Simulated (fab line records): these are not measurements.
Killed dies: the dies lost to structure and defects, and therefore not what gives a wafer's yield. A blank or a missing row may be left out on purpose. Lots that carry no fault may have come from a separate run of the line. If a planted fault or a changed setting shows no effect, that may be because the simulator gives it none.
Matching of chambers + flow nand harc + NHARC_A_CONTACT_ETCH_91 on rie diel-05 has 4 sister chambers
The step etches the open film in CH3F/O2, target depth 40 nm, time 85.7 s. 8 wafers are shown with their chamber, then 7 later ones without.

## WAFERS PAIRED WITH THEIR CHAMBERS
| wafer  | chamber | drypump motor current A (A) | run length s (s) |
|--------|---------|-----------------------------|------------------|
| L616.5 | 2       | 6.08                        | 106.7            |
| L625.5 | 0       | 5.69                        | 106.9            |
| L626.1 | 2       | 6.08                        | 106.7            |
| L626.6 | 3       | 5.71                        | 107.7            |
| L628.2 | 1       | 5.97                        | 107.0            |
| L628.3 | 3       | 5.72                        | 107.8            |
| L628.6 | 0       | 5.72                        | 107.1            |
| L629.4 | 1       | 5.99                        | 107.5            |

## WAFERS WHOSE CHAMBER IS MISSING
| wafer  | drypump motor current A (A) | run length s (s) |
|--------|-----------------------------|------------------|
| L629.5 | 6.00                        | 106.8            |
| L629.6 | 5.70                        | 106.8            |
| L633.1 | 5.71                        | 106.6            |
| L633.2 | 5.70                        | 108.1            |
| L633.5 | 6.07                        | 106.7            |
| L637.4 | 5.70                        | 107.9            |
| L637.5 | 6.02                        | 106.9            |

## EACH ONE'S CHAMBER
| wafer  | from the rows above     | in truth |
|--------|-------------------------|----------|
| L629.5 | 1                       | 1        |
| L629.6 | 0                       | 0        |
| L633.1 | 0                       | 0        |
| L633.2 | 3                       | 3        |
| L633.5 | 2                       | 2        |
| L637.4 | 3                       | 3        |
| L637.5 | can't be placed: 1 or 2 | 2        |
6 of 7 placed correctly. Not placeable from these rows: 1 (in 1, the candidates include the true chamber). Wrongly placed: 0.
How it was worked out, from the rows above alone: a wafer's distance from a chamber is the root of the sum, over the readings, of the square of ((its reading less the chamber's mean) divided by the reading's scatter). The wafer belongs to the nearest chamber; if the next one is less than 2 further off, it can't be placed. A chamber's mean is the mean of its shown wafers. The scatter: take each reading less its chamber's mean, square it, sum over the shown wafers, divide by the number of wafers less the number of chambers, and take the root.
